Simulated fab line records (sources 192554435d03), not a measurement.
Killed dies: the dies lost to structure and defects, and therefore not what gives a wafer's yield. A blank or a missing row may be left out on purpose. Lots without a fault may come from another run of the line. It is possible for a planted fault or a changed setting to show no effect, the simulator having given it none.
fab line records    flow n5_finfet    part 1 of 2: steps 1 to 19 of 26
record lots=5  wafers=15  last_day=18
route steps=1938 shown FIN_SAQP@101
lots untouched by any fault: they come from a run of this same line in which no faults occurred
start_h: start of the lot's first displayed wafer, in hours after the record's first day    wait_h: hours elapsed since this lot's preceding step    " identical to the entry in the row above    L1.1+2: a single row standing in for several wafers    - value missing, or start not given    * or withheld: withheld    < > ~ a bound
route shown NAME@n: a module of which the file shows steps, and the number in the route of the first    usual: mean/standard deviation of fault-free wafers    same: alike in all rows    chamber/n: place in a boat    sites: each site's reading    _std_site: how widely they spread, as a standard deviation    _edge_site: inner sites' mean taken away from outer sites' mean    radius_mm: for every site, how far away it sits from the centre of the wafer    mask NAME#n: copy n    behind: tool/chamber where the wafer was last shaped    hold: why the lot went on hold/how many hours it stayed there/how the hold came to an end    device: transistor that didn't switch, given as n, p or np    end of line: tests of these same wafers at the route's end    for a step that has no rows: nothing shown but its recipe    killed: not the wafer's yield, but the dies lost to structure and defects at the first sort    map: a wafer's dies, x killed, . not, _ none there
set.NAME: the run value of the setting; set.NAME@STEP: its run value at that earlier step    model.NAME: the simulator's own value behind a step, which no gauge read
lots seen at some steps along the route; tables by step, rows by wafer
services: when a tool's chamber went out of use (start_h, in hours from the record's first day, below 0 if earlier), for how many hours, and the reason
## steps
# step N5_FIN_SAQP_THK_MEAS_07
# usual thk_nm=60.2/0.9
lot.wafer  tool           chamber  start_h  wait_h  thk_nm
L077.1     film_metro-01  -        39.68    0.1     58.6
L077.3     "              -        "        "       58.9
L077.6     "              -        "        "       59.1
L081.1     film_metro-02  -        63.95    0.1     58.5
L081.4     "              -        "        "       59.3
L081.6     "              -        "        "       60.8
L084.3     film_metro-01  -        81.78    0.3     58.3
L084.5     "              -        "        "       59.3
L084.6     "              -        "        "       59.0
L091.4     film_metro-01  -        122.90   0.0     60.4
L091.5     "              -        "        "       61.4
L091.6     "              -        "        "       60.4
L095.1     film_metro-01  -        147.22   0.1     60.1
L095.3     "              -        "        "       61.1
L095.4     "              -        "        "       61.5
# step N5_FIN_SAQP_HM_DEP_72
# recipe material=SiO2  target_thk_a=120  temp_c=400  precursor=SiH4/N2O  pressure_torr=0.75  rf_w=275  time_s=7.2
# usual heater_power_outer_w=469/69  heater_power_w=785/87  showerhead_plenum_p_Torr=8.13/0.11
lot.wafer  tool      chamber  start_h  wait_h  heater_power_outer_w  heater_power_w  showerhead_plenum_p_Torr
L077.1     pecvd-04  2        39.72    0.0     377                   721             8.03
L077.3     "         0        "        "       376                   683             8.25
L077.6     "         2        "        "       373                   713             8.02
L081.1     pecvd-04  2        63.99    0.0     347                   658             8.03
L081.4     "         0        "        "       411                   728             8.27
L081.6     "         1        "        "       480                   784             8.34
L084.3     pecvd-04  0        81.82    0.0     394                   714             8.26
L084.5     "         2        "        "       333                   637             8.01
L084.6     "         0        "        "       397                   708             8.26
L091.4     pecvd-03  0        122.96   0.1     433                   776             8.30
L091.5     "         1        "        "       503                   759             8.12
L091.6     "         2        "        "       468                   837             8.07
L095.1     pecvd-03  1        147.25   0.0     555                   845             8.12
L095.3     "         0        "        "       484                   801             8.30
L095.4     "         1        "        "       550                   851             8.11
# step N5_FIN_SAQP_COAT_49
# recipe resist=SOC  temp_c=250  time_s=60  spin_rpm=1500  resist_thk_nm=100
# usual dispense_pressure_kPa=49.4/2.2  exhaust_pa=45.1/0.85  heater_power_total_W=500.5/1.7
lot.wafer  tool            chamber  start_h  wait_h  dispense_pressure_kPa  exhaust_pa  heater_power_total_W
L077.1     litho_track-03  0        39.79    0.1     47.0                   45.4        498.2
L077.3     "               0        "        "       47.0                   45.4        501.2
L077.6     "               0        "        "       47.1                   44.8        503.2
L081.1     litho_track-03  0        64.06    0.1     47.0                   43.8        500.0
L081.4     "               0        "        "       47.0                   45.2        497.4
L081.6     "               0        "        "       47.0                   45.7        497.5
L084.3     litho_track-03  0        81.90    0.1     47.0                   45.9        500.3
L084.5     "               0        "        "       47.0                   46.7        499.1
L084.6     "               0        "        "       47.0                   45.1        501.3
L091.4     litho_track-02  0        123.01   0.0     53.3                   47.2        501.0
L091.5     "               0        "        "       53.3                   47.3        499.5
L091.6     "               0        "        "       53.4                   46.0        500.0
L095.1     litho_track-04  0        147.35   0.1     50.0                   46.2        499.2
L095.3     "               0        "        "       50.0                   44.1        501.4
L095.4     "               0        "        "       50.0                   46.0        497.7
# step N5_FIN_SAQP_COAT_50
# recipe resist=SiARC  temp_c=220  time_s=60  spin_rpm=1500  resist_thk_nm=35
# usual dispense_pressure_kPa=49.4/2.2  exhaust_pa=45.0/0.93  heater_power_total_W=427.5/2.1
lot.wafer  tool            chamber  start_h  wait_h  dispense_pressure_kPa  exhaust_pa  heater_power_total_W
L077.1     litho_track-03  0        -        -       47.0                   44.1        430.1
L077.3     "               0        "        "       47.0                   43.9        430.2
L077.6     "               0        "        "       47.0                   44.8        425.1
L081.1     litho_track-03  0        -        -       47.0                   46.8        424.0
L081.4     "               0        "        "       47.0                   46.4        428.5
L081.6     "               0        "        "       47.0                   47.9        429.9
L084.3     litho_track-03  0        -        -       47.0                   44.2        425.8
L084.5     "               0        "        "       47.0                   45.9        430.7
L084.6     "               0        "        "       47.0                   46.0        431.0
L091.4     litho_track-02  0        -        -       53.3                   45.1        424.6
L091.5     "               0        "        "       53.3                   45.0        429.9
L091.6     "               0        "        "       53.4                   44.7        427.2
L095.1     litho_track-04  0        -        -       50.0                   46.2        429.6
L095.3     "               0        "        "       50.0                   45.6        425.0
L095.4     "               0        "        "       50.0                   45.5        430.6
# step N5_FIN_SAQP_COAT_10
# recipe resist=CAR-ArF  spin_rpm=1500  resist_thk_nm=90
# usual dispense_pressure_kPa=49.4/2.2  exhaust_pa=44.9/0.79
lot.wafer  tool            chamber  start_h  wait_h  dispense_pressure_kPa  exhaust_pa
L077.1     litho_track-03  0        -        -       47.0                   44.1
L077.3     "               0        "        "       47.0                   43.7
L077.6     "               0        "        "       46.9                   44.6
L081.1     litho_track-03  0        -        -       47.0                   46.2
L081.4     "               0        "        "       47.0                   45.9
L081.6     "               0        "        "       47.0                   46.8
L084.3     litho_track-03  0        -        -       47.0                   45.1
L084.5     "               0        "        "       47.0                   44.1
L084.6     "               0        "        "       47.0                   44.7
L091.4     litho_track-02  0        -        -       53.3                   45.0
L091.5     "               0        "        "       53.3                   45.7
L091.6     "               0        "        "       53.4                   44.6
L095.1     litho_track-04  0        -        -       49.9                   45.4
L095.3     "               0        "        "       50.0                   45.4
L095.4     "               0        "        "       49.9                   44.7
# step N5_FIN_SAQP_EBR_12
# recipe solvent=PGMEA  ebr_width_mm=1.5
# usual exhaust_pa=45.0/0.96
lot.wafer  tool            chamber  start_h  wait_h  exhaust_pa
L077.1     litho_track-03  0        -        -       45.8
L077.3     "               0        "        "       44.1
L077.6     "               0        "        "       45.0
L081.1     litho_track-03  0        -        -       44.5
L081.4     "               0        "        "       45.3
L081.6     "               0        "        "       45.4
L084.3     litho_track-03  0        -        -       44.9
L084.5     "               0        "        "       45.9
L084.6     "               0        "        "       44.3
L091.4     litho_track-02  0        -        -       44.8
L091.5     "               0        "        "       43.4
L091.6     "               0        "        "       45.6
L095.1     litho_track-04  0        -        -       45.2
L095.3     "               0        "        "       44.6
L095.4     "               0        "        "       46.2
# step N5_FIN_SAQP_SOFTBAKE_11
# recipe temp_c=110  time_s=60  resist=CAR-ArF
# usual exhaust_pa=45.1/0.94  heater_power_total_W=175.2/1.6
lot.wafer  tool            chamber  start_h  wait_h  exhaust_pa  heater_power_total_W
L077.1     litho_track-03  0        -        -       46.2        174.1
L077.3     "               0        "        "       44.3        176.2
L077.6     "               0        "        "       44.6        174.2
L081.1     litho_track-03  0        -        -       45.8        176.0
L081.4     "               0        "        "       45.6        175.8
L081.6     "               0        "        "       44.7        177.6
L084.3     litho_track-03  0        -        -       44.9        173.6
L084.5     "               0        "        "       47.2        173.2
L084.6     "               0        "        "       46.7        176.0
L091.4     litho_track-02  0        -        -       44.9        173.3
L091.5     "               0        "        "       44.6        175.6
L091.6     "               0        "        "       44.7        177.7
L095.1     litho_track-04  0        -        -       44.6        173.1
L095.3     "               0        "        "       45.3        173.1
L095.4     "               0        "        "       44.2        175.8
# step N5_FIN_SAQP_EXPOSE_13
# recipe mask_id=FIN_CORE  na=1.35  source_shape=dipole  sigma_inner=0.538  sigma_outer=0.738  polarization=te  target_cd_nm=35.6  dose_mj=63.25
lot.wafer   tool             chamber  start_h  wait_h  mask
L077.1+3+6  arfi_scanner-03  0        39.91    -       FIN_CORE#0
L081.1+4+6  arfi_scanner-01  0        64.31    -       FIN_CORE#0
L084.3+5+6  arfi_scanner-01  0        82.03    -       FIN_CORE#0
L091.4+5+6  arfi_scanner-01  0        123.27   -       FIN_CORE#0
L095.1+3+4  arfi_scanner-03  0        147.60   -       FIN_CORE#0
# step N5_FIN_SAQP_PEB_14
# recipe peb_temp_c=withheld  peb_time_s=60  resist=CAR-ArF
# usual exhaust_pa=45.0/0.85
lot.wafer  tool            chamber  start_h  wait_h  exhaust_pa
L077.1     litho_track-02  0        39.97    0.1     44.9
L077.3     "               0        "        "       42.8
L077.6     "               0        "        "       44.4
L081.1     litho_track-04  0        64.37    0.1     46.1
L081.4     "               0        "        "       46.8
L081.6     "               0        "        "       45.6
L084.3     litho_track-04  0        82.08    0.0     44.8
L084.5     "               0        "        "       45.1
L084.6     "               0        "        "       45.2
L091.4     litho_track-03  0        123.32   0.0     45.5
L091.5     "               0        "        "       46.0
L091.6     "               0        "        "       45.5
L095.1     litho_track-03  0        147.66   0.1     44.5
L095.3     "               0        "        "       44.7
L095.4     "               0        "        "       44.9
# step N5_FIN_SAQP_DEVELOP_15
# recipe develop_time_s=30  developer=TMAH  resist=CAR-ArF  dev_temp_c=23  rinse_liquid=diw  dry=air_spin
# usual exhaust_pa=45.0/0.81
lot.wafer  tool            chamber  start_h  wait_h  exhaust_pa
L077.1     litho_track-02  0        -        -       44.3
L077.3     "               0        "        "       46.1
L077.6     "               0        "        "       45.8
L081.1     litho_track-04  0        -        -       44.5
L081.4     "               0        "        "       43.9
L081.6     "               0        "        "       43.9
L084.3     litho_track-04  0        -        -       46.0
L084.5     "               0        "        "       45.3
L084.6     "               0        "        "       45.0
L091.4     litho_track-03  0        -        -       43.6
L091.5     "               0        "        "       45.2
L091.6     "               0        "        "       45.2
L095.1     litho_track-03  0        -        -       43.5
L095.3     "               0        "        "       44.7
L095.4     "               0        "        "       45.4
# step N5_FIN_SAQP_CD_MEAS_16
# recipe target_cd_nm=35.6  landing_energy_ev=500  detector=se_inlens
# usual cd_nm=35.6/0.36
lot.wafer  tool       chamber  start_h  wait_h  cd_nm
L077.1     cd_sem-01  0        40.04    -       35.9
L077.3     "          0        "        "       35.2
L077.6     "          0        "        "       35.1
L081.1     cd_sem-01  0        64.44    -       35.4
L081.4     "          0        "        "       35.8
L081.6     "          0        "        "       35.6
L084.3     cd_sem-01  0        82.15    -       35.3
L084.5     "          0        "        "       35.1
L084.6     "          0        "        "       35.2
L091.4     cd_sem-03  0        123.39   -       36.7
L091.5     "          0        "        "       36.1
L091.6     "          0        "        "       35.7
L095.1     cd_sem-03  0        147.72   -       35.7
L095.3     "          0        "        "       35.4
L095.4     "          0        "        "       35.7
# step N5_FIN_SAQP_OVL_MEAS_17
# recipe points_per_wafer=44
# usual FIN_CORE_OVL=0.0/0.8
# same points_per_wafer=44
lot.wafer  tool        chamber  start_h  wait_h  FIN_CORE_OVL[nm]
L077.1     overlay-02  0        40.08    0.0     1.1
L077.3     "           0        "        "       1.2
L077.6     "           0        "        "       1.2
L081.1     overlay-01  0        64.48    0.0     0.1
L081.4     "           0        "        "       -0.7
L081.6     "           0        "        "       0.7
L084.3     overlay-02  0        82.18    0.0     -0.8
L084.5     "           0        "        "       -0.7
L084.6     "           0        "        "       -2.0
L091.4     overlay-02  0        123.42   0.0     0.2
L091.5     "           0        "        "       -0.8
L091.6     "           0        "        "       0.1
L095.1     overlay-01  0        147.76   0.0     -0.2
L095.3     "           0        "        "       0.6
L095.4     "           0        "        "       0.2
# step N5_FIN_SAQP_INSPECT_18
# recipe mode=adi  inspect_instrument=brightfield
# usual raw_defect_count=404/120
lot.wafer  tool               chamber  start_h  wait_h  raw_defect_count
L077.1     defect_inspect-01  -        40.10    0.0     278
L077.3     "                  -        "        "       360
L077.6     "                  -        "        "       307
L081.1     defect_inspect-01  -        64.50    0.0     423
L081.4     "                  -        "        "       428
L081.6     "                  -        "        "       485
L084.3     defect_inspect-02  -        82.21    0.0     364
L084.5     "                  -        "        "       296
L084.6     "                  -        "        "       405
L091.4     defect_inspect-02  -        123.45   0.0     291
L091.5     "                  -        "        "       288
L091.6     "                  -        "        "       264
L095.1     defect_inspect-01  -        147.79   0.0     269
L095.3     "                  -        "        "       396
L095.4     "                  -        "        "       335
# step N5_FIN_SAQP_DESCUM_21
# recipe chemistry=O2  time_s=7.9  source_power_w=50  bias_power_w=20  pressure_mtorr=20  rf_frequency_hz=2.712e+07  temp_c=40  resist=CAR-ArF  o2_flow_sccm=225
# usual drypump_motor_current_A=5.9/0.44  oes_product_au=0.81/0.099  rf_vpp_V=243.0/1.6  showerhead_plenum_p_Torr=2.09/0.08  throttle_valve_pct=20.42/0.2
lot.wafer  tool         chamber  start_h  wait_h  drypump_motor_current_A  oes_product_au  rf_hours_counter_h  rf_vpp_V  showerhead_plenum_p_Torr  throttle_valve_pct
L077.1     rie_diel-03  0        40.14    0.0     5.7                      0.73            184                 242.0     1.99                      20.54
L077.3     "            2        "        "       5.1                      0.76            140                 242.9     2.09                      20.26
L077.6     "            1        "        "       5.9                      0.99            -                   242.8     2.14                      20.50
L081.1     rie_diel-03  2        64.92    0.4     5.1                      0.75            153                 243.2     2.09                      20.30
L081.4     "            0        "        "       5.7                      0.72            -                   242.4     1.99                      20.56
L081.6     "            1        "        "       5.9                      0.95            -                   243.8     2.14                      20.53
L084.3     rie_diel-03  2        82.24    0.0     5.1                      0.75            159                 242.4     2.08                      20.30
L084.5     "            2        "        "       5.1                      0.74            -                   243.3     2.08                      20.32
L084.6     "            3        "        "       5.4                      0.95            -                   246.0     2.23                      20.07
L091.4     rie_diel-02  0        123.76   0.3     6.4                      0.76            153                 241.6     2.01                      20.54
L091.5     "            1        "        "       6.2                      0.69            -                   242.1     1.98                      20.57
L091.6     "            0        "        "       6.4                      0.75            -                   239.8     2.01                      20.53
L095.1     rie_diel-03  2        148.70   0.9     5.1                      0.73            181                 243.1     2.08                      20.35
L095.3     "            1        "        "       5.8                      0.88            39                  245.4     2.13                      20.56
L095.4     "            3        "        "       5.4                      0.87            29                  244.4     2.22                      20.11
# step N5_FIN_SAQP_ETCH_51
# recipe chemistry=CF4  target=SiARC  target_depth_a=455  mask_material=CAR-ArF  time_s=75.8  ion_energy_ev=80  pressure_mtorr=40  source_w=545  bias_w=36  Ar_flow_sccm=100  cf4_flow_sccm=100  ends=cleared
# usual drypump_motor_current_A=5.9/0.44  etch_rf_on_time_s=75.7/2.4  mfc_ar_sccm=100.0/0.31  oes_product_au=0.69/0.084  rf_vpp_V=183.9/1.2  showerhead_plenum_p_Torr=2.14/0.079  throttle_valve_pct=15.63/0.23
lot.wafer  tool         chamber  start_h  wait_h  drypump_motor_current_A  etch_rf_on_time_s  mfc_ar_sccm  oes_product_au  rf_hours_counter_h  rf_vpp_V  showerhead_plenum_p_Torr  throttle_valve_pct
L077.1     rie_diel-03  0        40.17    0.0     5.7                      74.5               99.8         0.63            184                 182.4     2.05                      15.81
L077.3     "            2        "        "       5.1                      78.9               99.7         0.64            140                 182.9     2.14                      15.53
L077.6     "            1        "        "       5.9                      76.8               100.1        0.83            -                   183.3     2.21                      15.80
L081.1     rie_diel-03  2        64.96    0.0     5.1                      80.0               100.1        0.63            153                 183.8     2.14                      15.54
L081.4     "            0        "        "       5.7                      74.9               100.2        0.62            -                   183.8     2.05                      15.82
L081.6     "            1        "        "       5.9                      77.1               99.9         0.79            -                   184.0     2.21                      15.81
L084.3     rie_diel-03  2        82.28    0.0     5.1                      79.3               100.1        0.62            159                 184.6     2.13                      15.54
L084.5     "            2        "        "       5.1                      79.4               99.7         0.61            -                   183.1     2.13                      15.56
L084.6     "            3        "        "       5.4                      75.1               99.7         0.82            -                   186.0     2.27                      15.17
L091.4     rie_diel-02  0        123.80   0.0     6.4                      78.0               99.6         0.63            153                 183.4     2.06                      15.72
L091.5     "            1        "        "       6.2                      75.3               99.4         0.59            -                   182.6     2.02                      15.73
L091.6     "            0        "        "       6.4                      77.9               99.1         0.63            -                   182.5     2.06                      15.72
L095.1     rie_diel-03  2        148.73   0.0     5.1                      79.5               100.3        0.61            181                 183.6     2.13                      15.58
L095.3     "            1        "        "       5.9                      76.3               100.3        0.74            39                  183.6     2.20                      15.84
L095.4     "            3        "        "       5.4                      75.5               99.2         0.75            29                  184.7     2.26                      15.22
# step N5_FIN_SAQP_ETCH_52
# recipe chemistry=N2/H2  target=SOC  target_depth_a=1000  overetch_a=200  mask_material=SiARC  temp_c=40  time_s=150  ion_energy_ev=200  pressure_mtorr=30  source_w=840  bias_w=150  n2_flow_sccm=200  h2_flow_sccm=200  ends=end_point
# usual drypump_motor_current_A=5.9/0.44  n2_flow_sccm=200.0/0.6  oes_product_au=0.72/0.084  rf_vpp_V=523.6/2.7  showerhead_plenum_p_Torr=2.54/0.1  throttle_valve_pct=17.83/0.21
lot.wafer  tool         chamber  start_h  wait_h  drypump_motor_current_A  n2_flow_sccm  oes_product_au  rf_hours_counter_h  rf_vpp_V  showerhead_plenum_p_Torr  throttle_valve_pct
L077.1     rie_diel-03  0        40.23    0.0     5.7                      199.7         0.66            184                 522.1     2.41                      17.91
L077.3     "            2        "        "       5.1                      200.7         0.68            140                 524.4     2.56                      17.94
L077.6     "            1        "        "       5.9                      198.9         0.87            -                   527.2     2.59                      17.76
L081.1     rie_diel-03  2        65.01    0.0     5.1                      200.7         0.67            153                 522.3     2.56                      17.97
L081.4     "            0        "        "       5.7                      198.7         0.65            -                   521.5     2.40                      17.93
L081.6     "            1        "        "       5.9                      199.5         0.85            -                   525.1     2.59                      17.78
L084.3     rie_diel-03  2        82.33    0.0     5.1                      200.4         0.67            160                 523.8     2.56                      17.99
L084.5     "            2        "        "       5.1                      200.4         0.67            -                   524.8     2.56                      17.99
L084.6     "            3        "        "       5.5                      200.2         0.84            -                   528.6     2.72                      17.49
L091.4     rie_diel-02  0        123.85   0.0     6.4                      200.1         0.67            153                 520.1     2.44                      18.01
L091.5     "            1        "        "       6.2                      198.5         0.61            -                   519.6     2.41                      18.02
L091.6     "            0        "        "       6.4                      200.0         0.67            -                   521.7     2.44                      18.01
L095.1     rie_diel-03  2        148.79   0.0     5.1                      199.9         0.66            181                 525.3     2.55                      18.01
L095.3     "            1        "        "       5.9                      200.4         0.77            40                  525.6     2.57                      17.84
L095.4     "            3        "        "       5.4                      200.6         0.78            29                  528.1     2.71                      17.54
# step N5_FIN_SAQP_STRIP_53
# recipe chemistry=N2/H2  temp_c=40  n2_flow_sccm=200  h2_flow_sccm=200  rf_frequency_hz=6e+07
lot.wafer   tool         chamber  start_h  wait_h
L077.1+3+6  rie_diel-03  0,2,1    40.33    0.0
L081.1+4+6  rie_diel-03  2,0,1    65.11    0.0
L084.3+5+6  rie_diel-03  2,2,3    82.43    0.0
L091.4+5+6  rie_diel-02  0,1,0    123.95   0.0
L095.1+3+4  rie_diel-03  2,1,3    148.89   0.0
# step N5_FIN_SAQP_HM_OPEN_73
# recipe chemistry=CHF3/O2  target=SiO2  stop_on=a-Si  target_depth_a=120  over_etch_frac=1.8  mask_material=SOC  time_s=16.8  pressure_mtorr=30  source_w=650  bias_w=170  Ar_flow_sccm=200  CHF3_flow_sccm=50  O2_flow_sccm=5  ion_energy_ev=200  ends=end_point
# usual drypump_motor_current_A=5.9/0.44  mfc_ar_sccm=200.0/0.58  oes_f_703_au=0.81/0.098  oes_product_au=0.49/0.057  rf_vpp_V=529/11  showerhead_plenum_p_Torr=2.41/0.095  throttle_valve_pct=18.84/0.2
lot.wafer  tool         chamber  start_h  wait_h  drypump_motor_current_A  mfc_ar_sccm  oes_f_703_au  oes_product_au  rf_hours_counter_h  rf_vpp_V  showerhead_plenum_p_Torr  throttle_valve_pct
L077.1     rie_diel-03  0        40.34    0.0     5.7                      200.2        0.76          0.44            184                 510       2.29                      18.91
L077.3     "            2        "        "       5.1                      200.8        0.73          0.46            140                 542       2.42                      18.80
L077.6     "            1        "        "       5.8                      200.5        0.96          0.58            -                   521       2.48                      19.04
L081.1     rie_diel-03  2        65.12    0.0     5.1                      199.8        0.72          0.45            153                 540       2.42                      18.81
L081.4     "            0        "        "       5.7                      199.5        0.74          0.44            -                   509       2.29                      18.94
L081.6     "            1        "        "       5.9                      200.4        0.92          0.56            -                   523       2.48                      19.06
L084.3     rie_diel-03  2        82.44    0.0     5.1                      200.7        0.71          0.45            160                 540       2.42                      18.81
L084.5     "            2        "        "       5.1                      200.0        0.71          0.45            -                   541       2.42                      18.82
L084.6     "            3        "        "       5.5                      199.5        0.93          0.58            -                   545       2.56                      18.46
L091.4     rie_diel-02  0        123.96   0.0     6.4                      201.0        0.71          0.45            154                 540       2.32                      18.95
L091.5     "            1        "        "       6.2                      199.2        0.70          0.41            -                   522       2.28                      18.93
L091.6     "            0        "        "       6.4                      201.0        0.71          0.45            -                   542       2.32                      18.95
L095.1     rie_diel-03  2        148.90   0.0     5.1                      199.4        0.69          0.44            181                 541       2.41                      18.85
L095.3     "            1        "        "       5.8                      200.6        0.85          0.52            40                  523       2.47                      19.10
L095.4     "            3        "        "       5.4                      200.3        0.87          0.52            29                  545       2.55                      18.48
# step N5_FIN_SAQP_STRIP_74
# recipe chemistry=CHF3/O2  resist=SiARC  rf_frequency_hz=6e+07
lot.wafer   tool         chamber  start_h  wait_h
L077.1+3+6  rie_diel-03  0,2,1    40.39    0.0
L081.1+4+6  rie_diel-03  2,0,1    65.17    0.0
L084.3+5+6  rie_diel-03  2,2,3    82.49    0.0
L091.4+5+6  rie_diel-02  0,1,0    124.01   0.0
L095.1+3+4  rie_diel-03  2,1,3    148.95   0.0
